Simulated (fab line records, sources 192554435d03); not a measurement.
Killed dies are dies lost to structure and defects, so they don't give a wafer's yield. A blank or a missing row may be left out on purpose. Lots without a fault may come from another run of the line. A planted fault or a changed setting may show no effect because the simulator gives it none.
Chamber matching | flow n5_finfet | N5_DUMMY_GATE_ETCH_23 on rie_si-04: 4 sister chambers
The step etches poly-Si in HBr/Cl2/O2, target depth 41 nm, time 22.3 s. 8 wafers are shown with their chamber, then 8 later ones without.

WAFERS WITH THEIR CHAMBER
wafer  | chamber | drypump_motor_current_A (A) | oes_product_au (a.u.)
L076.4 | 1       | 6.5                         | 0.990
L079.2 | 2       | 5.9                         | 0.992
L079.3 | 1       | 6.5                         | 0.997
L079.4 | 0       | 5.8                         | 0.975
L081.2 | 3       | 5.9                         | 0.998
L081.5 | 0       | 5.8                         | 0.965
L081.6 | 3       | 6.0                         | 1.004
L087.1 | 2       | 5.9                         | 0.989

WAFERS WITHOUT THEIR CHAMBER
wafer  | drypump_motor_current_A (A) | oes_product_au (a.u.)
L087.2 | 5.8                         | 0.963
L087.3 | 6.5                         | 0.988
L087.4 | 6.0                         | 0.988
L087.5 | 6.5                         | 0.992
L087.6 | 5.9                         | 0.990
L096.3 | 6.5                         | 0.980
L096.4 | 5.9                         | 0.987
L096.6 | 5.8                         | 0.969

WHICH CHAMBER EACH WENT THROUGH
wafer  | from the rows above     | in truth
L087.2 | 0                       | 0
L087.3 | 1                       | 1
L087.4 | can't be placed: 2 or 3 | 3
L087.5 | 1                       | 1
L087.6 | 2                       | 2
L096.3 | 1                       | 1
L096.4 | 2                       | 2
L096.6 | 0                       | 0
Placed correctly: 7 of 8. Can't be placed from these rows: 1 (the true chamber is among the candidates in 1). Placed wrongly: 0.
How it was worked out, from the rows above alone: a wafer's distance from a chamber is the root of the sum, over the readings, of the square of ((its reading less the chamber's mean) divided by the reading's scatter). The wafer belongs to the nearest chamber; if the next one is less than 2 further off, it can't be placed. A chamber's mean is the mean of its shown wafers. The scatter: the root of (the sum of the squares of (reading less its chamber's mean) over the shown wafers, divided by (wafers less chambers)).
